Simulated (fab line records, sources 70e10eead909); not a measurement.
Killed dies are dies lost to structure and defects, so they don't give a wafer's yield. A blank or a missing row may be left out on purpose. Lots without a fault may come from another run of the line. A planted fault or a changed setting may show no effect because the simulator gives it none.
A struck lot beside a sound one | flow nand_harc | 15 steps out of a route of 1302
Sound: wafers L701.2, L701.3, L701.5. Struck: wafer L708.4. (L708.1, L708.6 of the same lot were not struck and are left out.) The cause comes at the end.
At each step with rows: each side's tool, then ch and its chambers, then its first start. Under that, the readings that differ: sound wafers | struck wafers | difference of the means | sigmas: that difference in standard deviations of wafers without a fault.
alike: readings whose means differ by less than 2 such deviations, and words and numbers that are the same on both sides. not compared: withheld readings, readings that some wafer has no value for, bounds like >300 that may hide the same value, and numbers for which the record gives no deviation and whose values overlap.
The two part at a step that has a row with sigmas, a row that says differs or no value, or rows on one side only. Numbers that don't overlap but have no deviation are shown without sigmas and don't part them. A reading that every wafer of one side lacks parts them only if that side has two wafers or more.

first, 6 steps without rows for these wafers: NHARC_A_DECK1_JOINT_CVD_34 (deposits SiNx, target thk 20 nm); NHARC_A_DECK1_JOINT_DEP_06 (deposits SiOx, target thk 80 nm); NHARC_A_DECK1_JOINT_CURE_26 (time 32 s); NHARC_A_DECK1_JOINT_ANNEAL_27 (time 3600 s); NHARC_A_DECK1_JOINT_ANNEAL_28 (time 1800 s); NHARC_A_DECK1_JOINT_ANNEAL_29 (time 1800 s).
NHARC_A_DECK1_JOINT_CMP_02: polishes SiOx.
  sound on cmp-01 ch 0,1, day 15 22:10; struck on cmp-04 ch 1, day 18 06:45
  alike: motor_current_A
then, 1 step without rows for these wafers: NHARC_A_DECK1_JOINT_SRD_15.
NHARC_A_DECK1_JOINT_DEP_16: deposits SiO2, target thk 45 nm.
  sound on pecvd-04 ch 0,1,2, day 15 22:35; struck on pecvd-04 ch 2, day 18 07:07
  reading                      | sound             | struck | difference | sigmas
  chamber_pressure_Torr (Torr) | 6.504 6.501 6.494 | 6.528  | +0.028     | +2
  alike: heater_power_w, throttle_valve_pct
NHARC_A_DECK1_JOINT_THK_MEAS_17: measures by ellipsometry.
  sound on film_metro-02, day 15 22:50; struck on film_metro-02, day 18 07:24
  alike: thk_nm
NHARC_A_DECK1_JOINT_INSPECT_05:
  sound on defect_inspect-01, day 15 22:52; struck on defect_inspect-01, day 18 07:26
  alike: raw_defect_count
NHARC_A_ONON_D2_DEP_00: target thk 1000 nm.
  sound on pecvd_onon-04 ch 0, day 15 22:59; struck on pecvd_onon-04 ch 0, day 18 07:30
  alike: n2o_flow_sccm
NHARC_A_ONON_D2_THK_MEAS_02: measures by ellipsometry.
  sound on film_metro-01, day 15 23:26; struck on film_metro-02, day 18 08:01
  reading     | sound       | struck | difference | sigmas
  thk_nm (nm) | 997 997 999 | 312    | -686       | -73
then, 1 step without rows for these wafers: NHARC_A_ONON_D2_DEP_03 (target thk 1000 nm).
-- the record jumps here: 11 days lie between the struck wafers' starts before and after (it left off in module A_ONON_D2 and takes up again in module END, whose first step shown is number 1302 of the route) --
NHARC_END_SORT_01:
  the record has rows for the struck wafers here (prober-02 ch 0, day 29 15:58) and none for the sound ones

WHERE THEY PART
First at NHARC_A_DECK1_JOINT_DEP_16; last, within this record, at NHARC_END_SORT_01.

WHY: what the simulator had put in
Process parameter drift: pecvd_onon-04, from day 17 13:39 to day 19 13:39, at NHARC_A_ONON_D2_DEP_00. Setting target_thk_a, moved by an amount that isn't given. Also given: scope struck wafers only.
